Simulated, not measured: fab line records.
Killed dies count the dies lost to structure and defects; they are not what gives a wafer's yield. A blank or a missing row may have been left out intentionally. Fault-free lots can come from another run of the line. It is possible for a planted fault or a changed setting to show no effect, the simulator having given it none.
One fault seen from 2 desks / flow nand_harc / every desk sees just its own numbers, and what lay behind them comes last

THE DEFECT DESK
Inspection counts along the route, by lot: the mean over sampled wafers that carry a number. If a lot's mean is further than 4 standard deviations from the usual mean, the lot is out of limits and carries the mark OUT (the distance appears in the brackets).
Columns: A = raw_defect_count at NHARC_A_CONTACT_INSPECT_10, usual 31
lot=L970; first seen here=day 16 23:05; A=22
lot=L972; first seen here=day 17 07:11; A=21
lot=L976; first seen here=day 18 23:05; A=25
lot=L979; first seen here=day 19 17:53; A=517 (+29) OUT
lot=L980; first seen here=day 19 21:22; A=485 (+27) OUT
lot=L984; first seen here=day 20 16:58; A=15
lot=L987; first seen here=day 20 22:58; A=34
lot=L986; first seen here=day 21 05:02; A=27
lot=L988; first seen here=day 21 17:34; A=43
lot=L992; first seen here=day 22 08:12; A=9
lot=L989; first seen here=day 22 11:10; A=67
Finding of this desk: L979, L980 out of limits; the first was L979 at day 19 17:53, on raw_defect_count at NHARC_A_CONTACT_INSPECT_10. L970, L972, L976, L984, L987, L986, L988, L992, L989: within limits.

TOOL OWNER'S DESK, pecvd-02
The tool's own readings at NHARC_A_CONTACT_DEP_85 (deposits SiON, target thk 50 nm): means of the sampled wafers that have a number, for each lot that ran on this tool. If a lot's mean is further than 4 standard deviations from the usual mean, the lot is out of limits and carries the mark OUT (the distance appears in the brackets).
Columns: A = heater_power_w at NHARC_A_CONTACT_DEP_85, usual 729 W; B = showerhead_vpp_V at NHARC_A_CONTACT_DEP_85, usual 1131 V
lot=L979; first seen here=day 19 17:07; A=656; B=1077
lot=L980; first seen here=day 19 20:36; A=645; B=1087
Result from this desk: across the 2 lots, nothing is out of limits.

TAKEN TOGETHER
The defect desk could have raised an alarm at day 19 17:53, on L979, L980.
Nothing out of limits was seen by the tool owner's desk.
Tool owner's desk: L979, L980 on record, inside its limits.
Of the lots named, all ran NHARC_A_CONTACT_DEP_85 on pecvd-02.

WHAT HAD BEEN PUT IN BY THE SIMULATOR
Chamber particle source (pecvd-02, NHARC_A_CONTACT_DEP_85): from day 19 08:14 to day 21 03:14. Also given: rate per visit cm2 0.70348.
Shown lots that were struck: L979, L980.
Hours from the fault's start to each desk's first reading out of limits: the defect desk, 10.
